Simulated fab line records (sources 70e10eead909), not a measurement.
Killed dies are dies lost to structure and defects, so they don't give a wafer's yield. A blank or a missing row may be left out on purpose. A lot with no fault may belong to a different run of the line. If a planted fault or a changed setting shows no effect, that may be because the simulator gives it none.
fab line records ; flow nandHarc
[record] lots = 7; wafers = 21; lastDay = 33
route steps=1302 shown P_M0@280 P_M1@285 END@1302
lots that met no fault: taken from a fault-free run of the same line
startH: hours from the record's opening day to when the first of the lot's shown wafers began ; waitH: time in hours since the lot's previous step ; " as in the row above ; L1.1+2: a row that stands for several wafers ; - no value, or no start given ; * or withheld: withheld ; < > ~ a bound
route shown NAME@n: a module of which the file shows steps, and the number in the route of the first ; usual: the fault-free wafers' mean and standard deviation ; same: alike in all rows ; chamber/n: place in a boat ; sites: the reading at each site ; _std_site: standard deviation across them ; _edge_site: outer sites' mean less inner sites' ; radiusMm: for every site, how far away it sits from the centre of the wafer ; mask NAME#n: copy n ; behind: the tool/chamber that last shaped the wafer ; hold: cause of the lot's hold/its duration in hours/its outcome ; device: names the non-switching transistor (n, p or np) ; end of line: at the end of the route, the tests of the same wafers ; where a step has no rows: the recipe by itself ; killed: the dies lost at the first sort to structure and to defects; this is not the yield of the wafer ; map: shows each die of a wafer: x if killed, . if not, _ if none is there
set.NAME: the setting that was run; set.NAME@STEP: the one run at that earlier step ; model.NAME: the simulator's own value behind a step, which no gauge read
certain route steps with their lots: each step a table, each wafer a row
services: a tool's chamber out of use, with start hour (startH, from the record's first day; less than 0 if before it), hours out, and reason
[[steps]]
[step NHARC_P_M0_SRD_25]
[step NHARC_P_M0_INSPECT_27]
[usual] rawDefectCount = 308/110
lot.wafer;tool;chamber;startH;waitH;rawDefectCount
L213.1;defectInspect-02;-;128.38;0.0;391
L213.3;defectInspect-02;-;128.38;0.0;491
L213.6;defectInspect-02;-;128.38;0.0;319
L223.2;defectInspect-02;-;235.42;0.0;333
L223.3;defectInspect-02;-;235.42;0.0;267
L223.4;defectInspect-02;-;235.42;0.0;523
L226.1;defectInspect-01;-;251.83;0.0;267
L226.2;defectInspect-01;-;251.83;0.0;215
L226.5;defectInspect-01;-;251.83;0.0;275
L227.1;defectInspect-01;-;267.98;0.0;236
L227.4;defectInspect-01;-;267.98;0.0;183
L227.6;defectInspect-01;-;267.98;0.0;159
L229.1;defectInspect-01;-;289.72;0.0;260
L229.3;defectInspect-01;-;289.72;0.0;356
L229.4;defectInspect-01;-;289.72;0.0;279
L234.1;defectInspect-01;-;330.86;0.0;407
L234.2;defectInspect-01;-;330.86;0.0;308
L234.3;defectInspect-01;-;330.86;0.0;409
L236.2;defectInspect-01;-;353.60;0.0;334
L236.4;defectInspect-01;-;353.60;0.0;370
L236.6;defectInspect-01;-;353.60;0.0;647
[step NHARC_P_M0_PRE_CLEAN_31]
[recipe] timeS = 12; tempC = 370; rfPowerW = 300; gas = NH3
[usual] heaterPowerW = 620/84
lot.wafer;tool;chamber;startH;waitH;heaterPowerW
L213.1;pecvd-04;2;128.45;0.1;722
L213.3;pecvd-04;1;128.45;0.1;709
L213.6;pecvd-04;2;128.45;0.1;704
L223.3;pecvd-04;2;235.50;0.1;670
L223.2;pecvd-04;0;235.50;0.1;536
L223.4;pecvd-04;0;235.50;0.1;551
L226.1;pecvd-04;2;251.91;0.1;704
L226.2;pecvd-04;0;251.91;0.1;539
L226.5;pecvd-04;2;251.91;0.1;712
L227.1;pecvd-01;2;268.05;0.1;584
L227.6;pecvd-01;0;268.05;0.1;539
L227.4;pecvd-01;1;268.05;0.1;757
L229.3;pecvd-04;1;289.79;0.1;745
L229.1;pecvd-04;0;289.79;0.1;530
L229.4;pecvd-04;0;289.79;0.1;521
L234.1;pecvd-04;0;330.92;0.1;601
L234.3;pecvd-04;1;330.92;0.1;763
L234.2;pecvd-04;2;330.92;0.1;755
L236.2;pecvd-03;1;353.68;0.1;666
L236.4;pecvd-03;1;353.68;0.1;656
L236.6;pecvd-03;2;353.68;0.1;517
[step NHARC_P_M0_DEP_32]
[recipe] targetThkA = 300; tempC = 370; targetThkNm = 30; pressureTorr = 3; flowSccm = 200; rfW = 450; material = SiCN
[usual] heaterPowerW = 567/82; showerheadVppV = 1299/57
lot.wafer;tool;chamber;startH;waitH;heaterPowerW;showerheadVppV
L213.1;pecvd-04;2;128.53;0.1;715;1329
L213.3;pecvd-04;1;128.53;0.1;635;1207
L213.6;pecvd-04;2;128.53;0.1;719;1283
L223.3;pecvd-04;2;235.61;0.1;614;1313
L223.2;pecvd-04;0;235.61;0.1;437;1428
L223.4;pecvd-04;0;235.61;0.1;439;1433
L226.1;pecvd-04;2;252.02;0.1;668;1308
L226.2;pecvd-04;0;252.02;0.1;515;1430
L226.5;pecvd-04;2;252.02;0.1;680;1314
L227.1;pecvd-01;2;268.13;0.1;596;1290
L227.6;pecvd-01;0;268.13;0.1;545;1299
L227.4;pecvd-01;1;268.13;0.1;712;1348
L229.3;pecvd-04;1;289.87;0.1;676;1196
L229.1;pecvd-04;0;289.87;0.1;528;1444
L229.4;pecvd-04;0;289.87;0.1;537;1420
L234.1;pecvd-04;0;331.00;0.1;546;1410
L234.3;pecvd-04;1;331.00;0.1;669;1183
L234.2;pecvd-04;2;331.00;0.1;672;1293
L236.2;pecvd-03;1;353.79;0.1;618;1322
L236.4;pecvd-03;1;353.79;0.1;609;1282
L236.6;pecvd-03;2;353.79;0.1;479;1299
[step NHARC_P_M1_DEP_00]
[recipe] targetThkA = 1825; targetThkNm = 182.5; tempC = withheld; pressureTorr = 5; flowSccm = 200; rfW = 600; material = SiOC
[step NHARC_P_M1_DEHYDRATE_01]
[recipe] tempC = 150; timeS = 120
[step NHARC_P_M1_HMDS_02]
[recipe] timeS = 30
[step NHARC_P_M1_COAT_34]
[recipe] tempC = 200; timeS = 65
[step NHARC_P_M1_COAT_03]
[recipe] spinRpm = 1500; resistThkNm = 90
[step NHARC_P_M1_SOFTBAKE_04]
[recipe] tempC = 105; timeS = 55
[step NHARC_P_M1_EBR_05]
[step NHARC_P_M1_EXPOSE_06]
[recipe] na = 1.35; targetCdNm = 130; doseMj = 81.88; maskId = P_M1
[usual] exposureDoseMJCm2 = 81.87/0.074
lot.wafer;tool;chamber;startH;waitH;mask;exposureDoseMJCm2
L213.1;arfiScanner-03;0;129.53;-;P_M1#0;82.03
L213.3;arfiScanner-03;0;129.53;-;P_M1#0;81.90
L213.6;arfiScanner-03;0;129.53;-;P_M1#0;81.88
L223.2;arfiScanner-01;0;236.68;-;P_M1#0;81.79
L223.3;arfiScanner-01;0;236.68;-;P_M1#0;81.66
L223.4;arfiScanner-01;0;236.68;-;P_M1#0;81.89
L226.1;arfiScanner-03;0;252.96;-;P_M1#0;102.37
L226.2;arfiScanner-03;0;252.96;-;P_M1#0;102.29
L226.5;arfiScanner-03;0;252.96;-;P_M1#0;102.25
L227.1;arfiScanner-03;0;269.28;-;P_M1#0;98.21
L227.4;arfiScanner-03;0;269.28;-;P_M1#0;98.26
L227.6;arfiScanner-03;0;269.28;-;P_M1#0;98.23
L229.1;arfiScanner-03;0;290.85;-;P_M1#0;95.02
L229.3;arfiScanner-03;0;290.85;-;P_M1#0;94.97
L229.4;arfiScanner-03;0;290.85;-;P_M1#0;95.00
L234.1;arfiScanner-02;0;332.11;-;P_M1#0;81.90
L234.2;arfiScanner-02;0;332.11;-;P_M1#0;81.97
L234.3;arfiScanner-02;0;332.11;-;P_M1#0;82.00
L236.2;arfiScanner-02;0;354.84;-;P_M1#0;81.79
L236.4;arfiScanner-02;0;354.84;-;P_M1#0;81.79
L236.6;arfiScanner-02;0;354.84;-;P_M1#0;81.70
[step NHARC_P_M1_PEB_07]
[recipe] pebTempC = 100; pebTimeS = 65
[step NHARC_P_M1_DEVELOP_08]
[recipe] developTimeS = 35; devTempC = 23
[step NHARC_P_M1_CD_MEAS_09]
[recipe] targetCdNm = 130; landingEnergyEv = 500
[usual] cdNm = 129.7/0.54
lot.wafer;tool;chamber;startH;waitH;cdNm
L213.1;cdSem-03;0;129.67;-;129.0
L213.3;cdSem-03;0;129.67;-;128.7
L213.6;cdSem-03;0;129.67;-;128.4
L223.2;cdSem-01;0;236.82;-;129.9
L223.3;cdSem-01;0;236.82;-;129.1
L223.4;cdSem-01;0;236.82;-;129.2
L226.1;cdSem-02;0;253.10;-;144.0
L226.2;cdSem-02;0;253.10;-;144.2
L226.5;cdSem-02;0;253.10;-;144.6
L227.1;cdSem-01;0;269.43;-;141.3
L227.4;cdSem-01;0;269.43;-;141.4
L227.6;cdSem-01;0;269.43;-;141.4
L229.1;cdSem-03;0;290.99;-;139.2
L229.3;cdSem-03;0;290.99;-;139.1
L229.4;cdSem-03;0;290.99;-;139.1
L234.1;cdSem-02;0;332.25;-;129.1
L234.2;cdSem-02;0;332.25;-;129.4
L234.3;cdSem-02;0;332.25;-;130.2
L236.2;cdSem-01;0;354.98;-;130.0
L236.4;cdSem-01;0;354.98;-;129.5
L236.6;cdSem-01;0;354.98;-;130.1
[step NHARC_P_M1_OVL_MEAS_10]
[recipe] pitchNm = 260
[usual] overlayXNm = 0.1/0.86; overlayYNm = 0.4/0.7
lot.wafer;tool;chamber;startH;waitH;overlayXNm;overlayYNm
L213.1;overlay-01;-;129.76;-;0.0;-1.1
L213.3;overlay-01;-;129.76;-;-0.3;-0.7
L213.6;overlay-01;-;129.76;-;-0.4;-0.5
L223.2;overlay-01;-;236.90;-;0.0;0.1
L223.3;overlay-01;-;236.90;-;0.8;0.7
L223.4;overlay-01;-;236.90;-;1.0;0.8
L226.1;overlay-02;-;253.19;-;0.0;-0.3
L226.2;overlay-02;-;253.19;-;0.0;-0.7
L226.5;overlay-02;-;253.19;-;-0.3;-0.2
L227.1;overlay-02;-;269.51;-;1.9;-0.3
L227.4;overlay-02;-;269.51;-;2.4;-0.1
L227.6;overlay-02;-;269.51;-;2.5;0.0
L229.1;overlay-01;-;291.08;-;1.3;-0.3
L229.3;overlay-01;-;291.08;-;1.5;-0.3
L229.4;overlay-01;-;291.08;-;1.6;-0.3
L234.1;overlay-02;-;332.34;-;0.1;-0.9
L234.2;overlay-02;-;332.34;-;-0.5;-0.6
L234.3;overlay-02;-;332.34;-;-0.8;-0.9
L236.2;overlay-01;-;355.06;-;0.4;0.0
L236.4;overlay-01;-;355.06;-;0.3;0.6
L236.6;overlay-01;-;355.06;-;0.3;0.5
[step NHARC_P_M1_INSPECT_11]
[usual] rawDefectCount = 4.7/2.2
lot.wafer;tool;chamber;startH;waitH;rawDefectCount
L213.1;defectInspect-01;-;129.80;0.0;6
L213.3;defectInspect-01;-;129.80;0.0;5
L213.6;defectInspect-01;-;129.80;0.0;6
L223.2;defectInspect-02;-;236.94;0.0;4
L223.3;defectInspect-02;-;236.94;0.0;3
L223.4;defectInspect-02;-;236.94;0.0;5
L226.1;defectInspect-02;-;253.22;0.0;3
L226.2;defectInspect-02;-;253.22;0.0;1
L226.5;defectInspect-02;-;253.22;0.0;7
L227.1;defectInspect-02;-;269.55;0.0;4
L227.4;defectInspect-02;-;269.55;0.0;5
L227.6;defectInspect-02;-;269.55;0.0;5
L229.1;defectInspect-02;-;291.12;0.0;2
L229.3;defectInspect-02;-;291.12;0.0;5
L229.4;defectInspect-02;-;291.12;0.0;7
L234.1;defectInspect-01;-;332.38;0.0;3
L234.2;defectInspect-01;-;332.38;0.0;5
L234.3;defectInspect-01;-;332.38;0.0;6
L236.2;defectInspect-02;-;355.10;0.0;1
L236.4;defectInspect-02;-;355.10;0.0;3
L236.6;defectInspect-02;-;355.10;0.0;7
[step NHARC_P_M1_DESCUM_14]
[recipe] timeS = 3; o2FlowSccm = 200; arFlowSccm = 0; biasPowerW = 0; chemistry = O2
[usual] drypumpMotorCurrentA = 5.61/0.26; oesProductAu = 1.000/0.0063; rfVppV = 57.9/0.96; showerheadPlenumPTorr = 1.94/0.1; throttleValvePct = 11.312/0.0089
lot.wafer;tool;chamber;startH;waitH;drypumpMotorCurrentA;oesProductAu;rfHoursCounterH;rfVppV;showerheadPlenumPTorr;throttleValvePct;model.P_M1.cdNm
L213.3;rieDiel-02;1;129.86;0.1;5.43;0.991;25;58.6;2.07;11.308;128.4
L213.1;rieDiel-02;0;129.86;0.1;5.95;0.997;23;57.5;1.89;11.305;129.3
L213.6;rieDiel-02;1;129.86;0.1;5.44;0.987;-;59.4;2.07;11.319;128.6
L223.4;rieDiel-10;1;237.01;0.1;5.71;0.998;12;58.0;1.90;11.309;129.6
L223.3;rieDiel-10;2;237.01;0.1;5.53;0.998;13;59.9;2.05;11.305;129.8
L223.2;rieDiel-10;3;237.01;0.1;5.35;0.993;13;57.1;1.85;11.325;130.2
L226.1;rieDiel-06;3;253.29;0.1;5.81;0.997;7;57.2;1.81;11.316;143.6
L226.2;rieDiel-06;0;253.29;0.1;5.43;0.996;7;58.6;2.05;11.312;144.2
L226.5;rieDiel-06;3;253.29;0.1;5.81;0.999;-;57.6;1.81;11.322;144.3
L227.4;rieDiel-02;0;269.63;0.1;5.91;1.008;18;57.3;1.88;11.319;141.2
L227.1;rieDiel-02;1;269.63;0.1;5.44;0.999;15;58.0;2.05;11.300;140.1
L227.6;rieDiel-02;3;269.63;0.1;5.81;0.998;-;57.2;1.80;11.311;141.1
L229.1;rieDiel-06;3;291.18;0.1;5.76;0.989;10;57.4;1.81;11.309;138.8
L229.4;rieDiel-06;0;291.18;0.1;5.47;1.005;10;59.0;2.05;11.308;139.1
L229.3;rieDiel-06;1;291.18;0.1;5.32;1.010;10;57.0;1.81;11.324;139.2
L234.2;rieDiel-06;1;332.44;0.1;5.30;0.997;1;56.1;1.81;11.316;129.5
L234.3;rieDiel-06;2;332.44;0.1;5.67;0.992;1;58.9;2.06;11.321;129.7
L234.1;rieDiel-06;0;332.44;0.1;5.43;1.005;2;57.5;2.05;11.318;-
L236.2;rieDiel-06;3;355.16;0.1;5.80;0.996;1;57.9;1.81;11.292;130.5
L236.6;rieDiel-06;3;355.16;0.1;5.82;1.005;-;57.6;1.81;11.294;130.7
L236.4;rieDiel-06;1;355.16;0.1;5.28;1.004;-;55.1;1.81;11.307;129.9
[step NHARC_P_M1_ETCH_35]
[recipe] targetDepthA = 400; overetchA = 120; timeS = 43.94; ionEnergyEv = 200; n2FlowSccm = 150; h2FlowSccm = 150; arFlowSccm = 0; rfW = 400; biasW = 150; chemistry = N2/H2
[usual] drypumpMotorCurrentA = 5.61/0.24; oesProductAu = 1.001/0.0077; rfVppV = 431.3/2.9; showerheadPlenumPTorr = 2.07/0.11; throttleValvePct = 14.169/0.0086
lot.wafer;tool;chamber;startH;waitH;drypumpMotorCurrentA;oesProductAu;rfHoursCounterH;rfVppV;showerheadPlenumPTorr;throttleValvePct
L213.1;rieDiel-02;2;129.96;0.1;6.62;1.002;23;432.3;2.13;14.155
L213.3;rieDiel-02;3;129.96;0.1;5.80;0.981;22;428.2;1.93;14.165
L213.6;rieDiel-02;1;129.96;0.1;5.46;0.996;-;434.5;2.21;14.162
L223.2;rieDiel-10;2;237.08;0.1;5.55;1.012;13;435.2;2.19;14.152
L223.4;rieDiel-10;0;237.08;0.1;5.65;1.015;11;432.4;2.14;14.177
L223.3;rieDiel-10;1;237.08;0.1;5.71;1.001;12;429.9;2.03;14.158
L226.1;rieDiel-06;0;253.37;0.1;5.42;0.999;7;434.3;2.19;14.166
L226.2;rieDiel-06;3;253.37;0.1;5.83;1.008;7;427.1;1.93;14.179
L226.5;rieDiel-06;1;253.37;0.1;5.30;0.999;-;427.9;1.93;14.163
L227.4;rieDiel-02;0;269.70;0.1;5.93;1.005;18;430.0;2.00;14.159
L227.1;rieDiel-02;2;269.70;0.1;6.61;1.007;13;433.5;2.12;14.165
L227.6;rieDiel-02;0;269.70;0.1;5.93;1.002;-;430.1;2.00;14.170
L229.4;rieDiel-06;2;291.26;0.1;5.65;0.994;9;436.1;2.20;14.170
L229.1;rieDiel-06;0;291.26;0.1;5.46;0.994;10;434.2;2.19;14.170
L229.3;rieDiel-06;1;291.26;0.1;5.30;1.004;10;427.3;1.92;14.175
L234.3;rieDiel-06;1;332.54;0.1;5.30;0.993;1;428.0;1.92;14.169
L234.2;rieDiel-06;2;332.54;0.1;5.65;0.987;1;432.9;2.20;14.155
L234.1;rieDiel-06;0;332.54;0.1;5.46;0.999;2;432.9;2.19;14.185
L236.2;rieDiel-06;1;355.27;0.1;5.29;0.991;2;427.6;1.92;14.161
L236.4;rieDiel-06;1;355.27;0.1;5.28;0.990;-;426.1;1.92;14.173
L236.6;rieDiel-06;2;355.27;0.1;5.62;0.990;-;435.7;2.20;14.160
[step NHARC_P_M1_ETCH_15]
[recipe] targetDepthA = 1825; timeS = 91.2; c4f8FlowSccm = withheld; arFlowSccm = 400; rfW = 600; biasW = 300; chemistry = C4F8/Ar
[usual] oesProductAu = 0.951/0.02; rfVppV = 442/3.1
lot.wafer;tool;chamber;startH;waitH;oesProductAu;rfHoursCounterH;rfVppV
L213.3;rieDiel-02;0;-;-;0.972;23;440
L213.1;rieDiel-02;2;-;-;0.942;23;443
L213.6;rieDiel-02;0;-;-;0.980;-;439
L223.4;rieDiel-10;1;-;-;0.918;12;441
L223.2;rieDiel-10;2;-;-;0.934;13;446
L223.3;rieDiel-10;3;-;-;0.938;13;439
L226.2;rieDiel-06;0;-;-;0.958;7;445
L226.1;rieDiel-06;2;-;-;0.968;7;446
L226.5;rieDiel-06;1;-;-;0.981;-;438
L227.4;rieDiel-02;2;-;-;0.956;13;445
L227.1;rieDiel-02;0;-;-;0.973;18;439
L227.6;rieDiel-02;2;-;-;0.954;-;442
L229.4;rieDiel-06;1;-;-;0.934;10;438
L229.1;rieDiel-06;2;-;-;0.922;9;445
L229.3;rieDiel-06;3;-;-;0.928;10;439
L234.3;rieDiel-06;1;-;-;0.960;1;439
L234.2;rieDiel-06;2;-;-;0.957;1;445
L234.1;rieDiel-06;0;-;-;0.956;2;445
L236.2;rieDiel-06;2;-;-;0.956;2;446
L236.4;rieDiel-06;3;-;-;0.949;-;438
L236.6;rieDiel-06;1;-;-;0.965;-;437
[step NHARC_P_M1_CD_MEAS_16]
[usual] cdNm = 129.5/0.67
lot.wafer;tool;chamber;startH;waitH;cdNm
L213.1;cdSem-02;-;130.17;-;129.4
L213.3;cdSem-02;-;130.17;-;128.3
L213.6;cdSem-02;-;130.17;-;128.6
L223.2;cdSem-03;-;237.31;-;129.9
L223.3;cdSem-03;-;237.31;-;129.3
L223.4;cdSem-03;-;237.31;-;128.9
L226.1;cdSem-01;-;253.59;-;144.0
L226.2;cdSem-01;-;253.59;-;144.1
L226.5;cdSem-01;-;253.59;-;144.3
L227.1;cdSem-03;-;269.99;-;139.8
L227.4;cdSem-03;-;269.99;-;141.4
L227.6;cdSem-03;-;269.99;-;140.7
L229.1;cdSem-02;-;291.48;-;138.5
L229.3;cdSem-02;-;291.48;-;139.5
L229.4;cdSem-02;-;291.48;-;138.3
L234.1;cdSem-02;-;332.79;-;129.0
L234.2;cdSem-02;-;332.79;-;129.4
L234.3;cdSem-02;-;332.79;-;128.9
L236.2;cdSem-02;-;355.51;-;130.3
L236.4;cdSem-02;-;355.51;-;129.9
L236.6;cdSem-02;-;355.51;-;130.9
[step NHARC_P_M1_STRIP_18]
[recipe] powerW = 1000; n2FlowSccm = 150; h2FlowSccm = 150; arFlowSccm = 0; biasW = 0; chemistry = N2/H2
[usual] drypumpMotorCurrentA = 5.7/0.31; oesProductAu = 1.000/0.0065; rfVppV = 90.7/1.1; showerheadPlenumPTorr = 2.06/0.12; throttleValvePct = 14.171/0.01
lot.wafer;tool;chamber;startH;waitH;drypumpMotorCurrentA;oesProductAu;rfHoursCounterH;rfVppV;showerheadPlenumPTorr;throttleValvePct
L213.1;rieDiel-10;2;130.29;0.1;5.5;1.005;4;90.7;2.20;14.184
L213.3;rieDiel-10;3;130.29;0.1;5.4;0.996;4;89.5;1.97;14.160
L213.6;rieDiel-10;0;130.29;0.1;5.7;0.988;-;91.2;2.14;14.174
L223.3;rieDiel-06;0;237.38;0.1;5.5;1.008;5;91.8;2.19;14.159
L223.4;rieDiel-06;1;237.38;0.1;5.3;1.012;5;89.3;1.93;14.175
L223.2;rieDiel-06;2;237.38;0.1;5.7;0.993;6;91.9;2.20;14.151
L226.1;rieDiel-10;0;253.70;0.1;5.6;1.002;0;91.0;2.14;14.191
L226.2;rieDiel-10;2;253.70;0.1;5.6;0.998;0;92.0;2.19;14.154
L226.5;rieDiel-10;3;253.70;0.1;5.4;1.008;-;90.5;1.97;14.172
L227.1;rieDiel-02;3;270.10;0.1;5.8;1.003;15;90.0;1.91;14.167
L227.4;rieDiel-02;0;270.10;0.1;5.9;1.012;18;91.4;2.00;14.174
L227.6;rieDiel-02;3;270.10;0.1;5.9;1.002;-;89.8;1.91;14.182
L229.3;rieDiel-10;1;291.56;0.1;5.7;0.999;1;89.5;2.03;14.173
L229.1;rieDiel-10;3;291.56;0.1;5.3;1.012;5;90.0;1.97;14.171
L229.4;rieDiel-10;0;291.56;0.1;5.6;1.000;5;90.2;2.14;14.170
L234.2;rieDiel-06;1;332.86;0.1;5.3;1.001;1;90.2;1.92;14.156
L234.1;rieDiel-06;2;332.86;0.1;5.6;0.995;1;93.2;2.20;14.176
L234.3;rieDiel-06;0;332.86;0.1;5.5;0.994;2;91.1;2.19;14.167
L236.2;rieDiel-10;2;355.61;0.1;5.5;1.014;11;90.8;2.19;14.195
L236.4;rieDiel-10;3;355.61;0.1;5.3;0.999;11;89.4;1.96;14.169
L236.6;rieDiel-10;2;355.61;0.1;5.5;1.012;-;90.5;2.19;14.165
[step NHARC_P_M1_ETCH_28]
[recipe] targetDepthA = 300; overEtchFrac = 0.3; timeS = 72.99; ionEnergyEv = 150; cf4FlowSccm = 50; n2FlowSccm = 100; arFlowSccm = 150; rfW = 300; biasW = 100; chemistry = CF4/N2
[usual] cf4FlowSccm = 50.02/0.15; drypumpMotorCurrentA = 5.6/0.3; oesProductAu = 1.000/0.0078; rfVppV = 314.7/2.4; showerheadPlenumPTorr = 2.66/0.14; throttleValvePct = 19.793/0.0083
lot.wafer;tool;chamber;startH;waitH;cf4FlowSccm;drypumpMotorCurrentA;oesProductAu;rfHoursCounterH;rfVppV;showerheadPlenumPTorr;throttleValvePct;model.P_M1.cdNm
L213.1;rieDiel-10;0;-;-;50.03;5.6;1.000;3;316.3;2.75;19.798;129.3
L213.3;rieDiel-10;1;-;-;50.05;5.7;0.992;4;312.2;2.61;19.803;127.9
L213.6;rieDiel-10;3;-;-;49.82;5.4;1.001;-;313.5;2.54;19.794;128.7
L223.3;rieDiel-06;0;-;-;49.92;5.5;1.007;5;317.8;2.80;19.796;129.6
L223.4;rieDiel-06;1;-;-;50.23;5.3;1.007;5;311.5;2.49;19.781;129.2
L223.2;rieDiel-06;2;-;-;49.92;5.6;1.002;6;315.9;2.82;19.794;129.9
L226.1;rieDiel-10;2;-;-;50.07;5.6;1.004;0;316.5;2.81;19.809;143.6
L226.2;rieDiel-10;3;-;-;49.94;5.4;1.006;0;314.0;2.54;19.783;144.2
L226.5;rieDiel-10;0;-;-;49.91;5.7;1.002;-;316.3;2.74;19.796;144.4
L227.1;rieDiel-02;2;-;-;49.68;6.6;1.002;13;315.7;2.72;19.783;139.5
L227.4;rieDiel-02;3;-;-;50.14;5.8;0.994;15;311.4;2.48;19.800;140.9
L227.6;rieDiel-02;0;-;-;50.03;5.9;0.999;-;313.2;2.58;19.781;140.7
L229.1;rieDiel-10;0;-;-;49.81;5.7;1.008;5;315.2;2.74;19.773;138.6
L229.3;rieDiel-10;1;-;-;49.67;5.7;1.012;1;314.1;2.61;19.795;138.9
L229.4;rieDiel-10;2;-;-;50.20;5.5;1.014;5;316.9;2.80;19.804;139
L234.2;rieDiel-06;0;-;-;50.13;5.4;1.000;2;315.8;2.80;19.784;129.5
L234.3;rieDiel-06;1;-;-;50.22;5.3;1.001;2;312.3;2.49;19.805;129
L234.1;rieDiel-06;2;-;-;49.93;5.7;0.987;1;317.7;2.82;19.797;129.8
L236.2;rieDiel-10;2;-;-;50.00;5.6;1.014;11;317.4;2.80;19.793;130.4
L236.4;rieDiel-10;1;-;-;50.15;5.7;1.007;7;313.1;2.61;19.794;129.6
L236.6;rieDiel-10;2;-;-;49.84;5.6;1.002;-;317.4;2.80;19.810;130.5
[step NHARC_P_M1_STRIP_19]
[recipe] timeS = 600; tempC = 30; chemistry = postEtchResidueRemover
[step NHARC_END_SORT_01]
[recipe] tempC = 25
[usual] defectLimitedYield = 90.6/2.7; killedAtArray = 59/19; killedAtOther = 0.6/0.85; killedAtPeriphery = 3.8/2.5; killedDies = 64/19; killedOpen = 3.3/1.8; killedShort = 2.2/1.6
[same] grossDies = 677
lot.wafer;tool;chamber;startH;waitH;defectLimitedYield[%];killedAtArray;killedAtOther;killedAtPeriphery;killedDies;killedOpen;killedShort
L223.2;prober-01;0;682.48;2.8;86.1;87;1;6;94;6;4
L223.3;prober-01;0;683.28;3.1;87.4;77;4;4;85;0;0
L223.4;prober-01;0;684.08;3.4;88.6;73;1;3;77;6;1
L229.1;prober-02;0;736.17;2.5;91.6;55;0;2;57;5;0
L229.3;prober-02;0;737.79;3.1;90.3;61;0;5;66;0;2
L229.4;prober-02;0;738.59;3.4;91.4;53;0;5;58;4;3
// killed by level:class
L223.2 A_CHANNEL_HOLE_D1:chamberFilmFlake=39 A_SLIT:chamberFilmFlake=26 A_STAIRCASE:chamberFilmFlake=8 A_CONTACT:chamberFilmFlake=4 A_CHANNEL_FILL_D1:geometricParticle:short=3 P_CONTACT:geometricParticle:open=2 P_GATE:chamberFilmFlake=2 P_GATE:geometricParticle:open=1
L223.3 A_CHANNEL_HOLE_D1:chamberFilmFlake=35 A_SLIT:chamberFilmFlake=32 A_STAIRCASE:chamberFilmFlake=5 THIN_TSV:chamberFilmFlake=4 A_WL_FILL:chamberFilmFlake=3 P_GATE:chamberFilmFlake=2 P_BONDPAD:chamberFilmFlake=2 A_CONTACT:chamberFilmFlake=2
L223.4 A_SLIT:chamberFilmFlake=28 A_CHANNEL_HOLE_D1:chamberFilmFlake=27 A_STAIRCASE:chamberFilmFlake=7 A_ONON_D1:geometricParticle:open=2 P_BONDPAD:chamberFilmFlake=2 A_CHANNEL_HOLE_D2:chamberFilmFlake=2 A_CHANNEL_FILL_D1:geometricParticle:open=1 A_DECK1_JOINT:geometricParticle:open=1
L229.1 A_SLIT:chamberFilmFlake=27 A_CHANNEL_HOLE_D1:chamberFilmFlake=11 A_CONTACT:chamberFilmFlake=5 A_ZERO_WELL:chamberFilmFlake=2 A_CHANNEL_FILL_D2:chamberFilmFlake=2 A_STAIRCASE:chamberFilmFlake=2 P_M0:geometricParticle:open=1 A_DECK1_JOINT:geometricParticle:open=1
L229.3 A_SLIT:chamberFilmFlake=35 A_CHANNEL_HOLE_D1:chamberFilmFlake=12 A_CONTACT:chamberFilmFlake=7 P_GATE:chamberFilmFlake=3 P_ZERO_WELL:chamberFilmFlake=2 A_STAIRCASE:chamberFilmFlake=2 A_WL_FILL:chamberFilmFlake=2 A_CHANNEL_HOLE_D1:geometricParticle:short=1
L229.4 A_SLIT:chamberFilmFlake=32 A_CHANNEL_HOLE_D1:chamberFilmFlake=7 A_CONTACT:chamberFilmFlake=4 P_STI:chamberFilmFlake=2 P_GATE:chamberFilmFlake=2 A_STAIRCASE:chamberFilmFlake=2 P_GATE:geometricParticle:open=1 A_ONON_D1:geometricParticle:short=1
[[services]]
tool;chamber;startH;hours;kind
rieDiel-02;0;111.94;9.0;repair
rieDiel-10;0;115.10;10.8;repair
rieDiel-02;1;122.53;5.6;repair
rieDiel-06;-;130.20;9.0;pm
rieDiel-06;0;163.22;3.2;repair
rieDiel-10;-;168.35;0.1;repair
rieDiel-10;-;194.77;0.6;repair
rieDiel-02;-;216.70;9.0;pm
rieDiel-06;-;219.03;0.6;repair
rieDiel-10;-;242.76;9.0;pm
pecvd-04;-;245.04;1.2;repair
rieDiel-06;3;261.93;4.9;repair
pecvd-04;-;269.34;13.0;pm
rieDiel-02;2;272.19;1.5;repair
rieDiel-06;2;293.45;2.4;repair
rieDiel-02;0;304.79;9.6;repair
rieDiel-02;2;306.82;7.8;repair
rieDiel-06;-;307.20;9.0;pm
rieDiel-06;-;328.40;0.7;repair
rieDiel-06;3;331.08;6.8;repair
rieDiel-02;3;337.15;5.8;repair
rieDiel-06;3;346.28;5.7;repair
rieDiel-06;0;352.51;3.5;repair
rieDiel-02;3;353.28;2.9;repair
[[key]]
[firstSign] step = NHARC_P_M1_EXPOSE_06; reading = exposureDoseMJCm2; direction = up; sigmas = 99+; usual = 81.87; struck = 98.51
[effect] step = NHARC_P_M1_CD_MEAS_09; reading = cdNm; direction = up; sigmas = 22; usual = 129.7; struck = 141.6; through = controlLoop
[effect] step = NHARC_P_M1_CD_MEAS_16; reading = cdNm; direction = up; sigmas = 17; usual = 129.5; struck = 141.2; through = controlLoop
[modelEffect] step = NHARC_P_M1_DESCUM_14; value = P_M1.cdNm; without = 130.2; struck = 141.3
[modelEffect] step = NHARC_P_M1_ETCH_28; value = P_M1.cdNm; without = 130; struck = 141.1
metAt NHARC_P_M1_EXPOSE_06
struckWafers L226.1,L226.2,L226.5,L227.1,L227.4,L227.6,L229.1,L229.3,L229.4
[loopTrim] step = NHARC_P_M1_EXPOSE_06; setting = dose; lots = L227,L229
onsetBetween 129.53 252.96
[fault] kind = processParameterDrift; tool = arfiScanner-03; chamber = -; onsetH = 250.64; steps = NHARC_P_M1_EXPOSE_06; channel = doseMj; offset = 20.474; shape = step; actsIn = theseRecipesOnly; stated = 81.88
// loopTrim: a control loop set the setting to another value than it would have without faults
